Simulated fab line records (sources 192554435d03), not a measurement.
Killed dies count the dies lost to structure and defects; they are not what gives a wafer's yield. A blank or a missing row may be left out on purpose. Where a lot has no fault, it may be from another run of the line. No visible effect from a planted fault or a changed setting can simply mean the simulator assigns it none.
Which tool is to blame?    flow n5-finfet    Sampling: 9 lots, 25 wafers, 5 of 1938 route steps

## WHAT THE GAUGES SHOWED, per wafer
N5_BEOL_M4_RC_MEAS_101.
lot   measured      on         REXT_P (ohm.um)
L444  day 8 20:13   prober-02  96.7 98.3 98.4
L454  day 11 11:19  prober-01  97.5 98.2
L456  day 12 00:20  prober-01  294.8 289.6 292.7
L457  day 11 19:28  prober-01  293.3 289.2 291.3
L458  day 12 03:13  prober-01  297.6 298.3 296.1
L460  day 12 17:10  prober-01  102.8 102.4
L461  day 13 03:50  prober-01  99.8 100.3 97.2
L463  day 13 12:39  prober-02  106.7 104.3 104.5
L465  day 13 22:26  prober-02  100.9 100.0 99.5

## EACH LOT AND THE TOOL THAT RAN IT (in order: tool; ch and the chambers of the sampled wafers; start)
lot   N5_SD_EPI_N_LINER_46              N5_SD_EPI_P_ETCH_36                N5_SD_EPI_P_STRIP_40                 N5_SD_EPI_P_VAPOR_ETCH_44
L444  ald-sin-04 ch 0,2, day 3 17:56    rie-diel-06 ch 0,1, day 3 18:43    plasma-asher-02 ch 1, day 3 19:31    epi-rpcvd-02 ch 0, day 3 19:51
L454  ald-sin-01 ch 0,1, day 6 09:37    rie-diel-06 ch 0,1, day 6 10:22    plasma-asher-01 ch 0,1, day 6 11:10  epi-rpcvd-03 ch 0, day 6 11:41
L456  ald-sin-03 ch 0,1,2, day 6 15:28  rie-diel-06 ch 0,1,2, day 6 16:07  plasma-asher-02 ch 0,1, day 6 16:54  epi-rpcvd-03, day 6 17:14
L457  ald-sin-01 ch 1,2, day 6 22:00    rie-diel-05 ch 0,1, day 6 22:47    plasma-asher-01 ch 0,1, day 6 23:37  epi-rpcvd-03, day 6 23:59
L458  ald-sin-04 ch 0,1, day 7 04:03    rie-diel-05 ch 0,2,3, day 7 04:50  plasma-asher-02 ch 0,1, day 7 05:37  epi-rpcvd-02, day 7 05:58
L460  ald-sin-03 ch 2, day 7 17:30      rie-diel-06 ch 2,3, day 7 18:16    plasma-asher-01 ch 1, day 7 19:04    epi-rpcvd-03 ch 0, day 7 19:26
L461  ald-sin-03 ch 0,1,3, day 7 20:44  rie-diel-01 ch 0,1,3, day 7 21:38  plasma-asher-01 ch 0,1, day 7 22:25  epi-rpcvd-02 ch 0, day 7 22:46
L463  ald-sin-04 ch 0,1,3, day 8 10:53  rie-diel-05 ch 0,1,2, day 8 11:40  plasma-asher-01 ch 0,1, day 8 12:29  epi-rpcvd-03 ch 0, day 8 12:52
L465  ald-sin-01 ch 2,3, day 8 23:13    rie-diel-01 ch 1,2, day 9 00:14    plasma-asher-02 ch 0,1, day 9 01:02  epi-rpcvd-03 ch 0, day 9 01:26
- N5_SD_EPI_N_LINER_46: material SiNx, target thk 3 nm.
- N5_SD_EPI_P_ETCH_36: etches SiARC in CF4, target depth 45.5 nm, time 75.8 s.
- N5_SD_EPI_P_STRIP_40: strips in N2/H2.
- N5_SD_EPI_P_VAPOR_ETCH_44: etches SiGe30 in NF3/Ar, time 3.3 s.

## THE ANSWER, worked out from the rows above alone
Rule: usual is defined by the lots themselves. Put in order of their means at a reading, lots are off if they are a third of the lots or fewer, leave a main group of 4 or more, and stand apart from it by a gap of 3 or more times the standard deviation of the main group's means; of several such gaps the widest counts. Not used: any main group whose means are identical at the precision the tables above print for the reading. A lot without any number at a reading at which 4 lots or more have one is off too. Any other lot the step has rows for is counted as sound.
Off: L456, L457, L458, seen at N5_BEOL_M4_RC_MEAS_101 (REXT_P). The main group: mean 100.4 ohm.um, standard deviation 2.7.
If a tool, at a process step before that reading, ran all the lots that are off and no sound lot after the first of them, it fits. Gauges at N5_BEOL_M4_RC_MEAS_101: tried the same way as those tools. Of those tried, none fits.

## WHAT THE SIMULATOR PUT IN
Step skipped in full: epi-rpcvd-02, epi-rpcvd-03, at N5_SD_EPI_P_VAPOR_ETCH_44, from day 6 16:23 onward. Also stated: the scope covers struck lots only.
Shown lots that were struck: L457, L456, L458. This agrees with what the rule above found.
